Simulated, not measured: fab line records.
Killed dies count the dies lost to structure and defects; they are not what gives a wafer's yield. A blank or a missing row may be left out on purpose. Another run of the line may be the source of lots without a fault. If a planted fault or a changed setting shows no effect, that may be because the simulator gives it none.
Matching of chambers ; flow nandHarc ; 3 sister chambers for NHARC_THIN_TSV_DEP_47 on pecvd-02
The step deposits SiO2, target thk 200 nm. 18 wafers are shown with their chamber, then 9 later ones without.

WAFERS WITH THEIR CHAMBER
wafer;chamber;throttleValvePct (%);mfcPrecursorSccm (sccm);rfFwdPowerW (W)
L168.3;1;16.2;160.4;898.6
L168.5;0;16.4;162.2;898.7
L168.6;1;16.2;160.7;897.9
L170.4;1;16.3;160.9;891.4
L170.5;2;15.8;161.2;895.3
L170.6;0;16.3;161.1;897.5
L171.1;1;16.4;160.7;893.1
L171.5;1;16.3;161.4;894.9
L171.6;0;16.4;161.3;899.0
L173.1;1;16.4;160.7;897.9
L173.5;2;15.7;161.0;896.9
L173.6;1;16.5;161.3;894.2
L176.2;2;15.5;161.0;903.3
L176.3;1;16.4;160.9;895.5
L176.4;2;15.6;161.0;899.0
L179.1;0;16.5;161.0;899.1
L179.2;2;15.8;161.4;901.2
L179.4;0;16.5;161.8;897.2

SIGNATURES, as means of the wafers listed above
reading;chamber 0;chamber 1;chamber 2;scatter within a chamber
throttleValvePct;16.420;16.337;15.680;0.108
mfcPrecursorSccm;161.480;160.875;161.120;0.359
rfFwdPowerW;898.300;895.438;899.140;2.45
Rule: for a wafer and a chamber, the distance is found by dividing, reading by reading, the gap between the wafer's reading and the chamber's mean by the reading's scatter, squaring, summing and taking the root. The wafer belongs to the nearest chamber; if the next one is less than 2 further off, it can't be placed. How the scatter is found: for the shown wafers, subtract from each reading the mean of its chamber, square and add these, divide the total by (wafers less chambers), then take the root.

WAFERS WITH NO CHAMBER GIVEN
wafer;throttleValvePct (%);mfcPrecursorSccm (sccm);rfFwdPowerW (W)
L187.3;16.2;160.5;900.9
L187.5;16.2;161.2;897.8
L187.6;16.1;160.4;897.7
L185.1;15.9;162.1;902.1
L185.4;15.9;162.2;899.3
L185.6;15.5;161.9;899.3
L189.3;16.1;161.2;897.4
L189.4;15.8;161.9;897.0
L189.5;16.2;160.9;896.8

WHICH CHAMBER EACH WENT THROUGH
wafer;from the rows above;in truth
L187.3;can't be placed: 1 or 0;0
L187.5;can't be placed: 1 or 0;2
L187.6;can't be placed: 1 or 0 or 2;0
L185.1;can't be placed: 2 or 0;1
L185.4;can't be placed: 2 or 0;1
L185.6;2;2
L189.3;can't be placed: 1 or 0 or 2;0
L189.4;2;2
L189.5;can't be placed: 1 or 0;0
Correct placement for 2 of the 9. Can't be placed from these rows: 7 (the true chamber is among the candidates in 4). 0 placed wrongly.
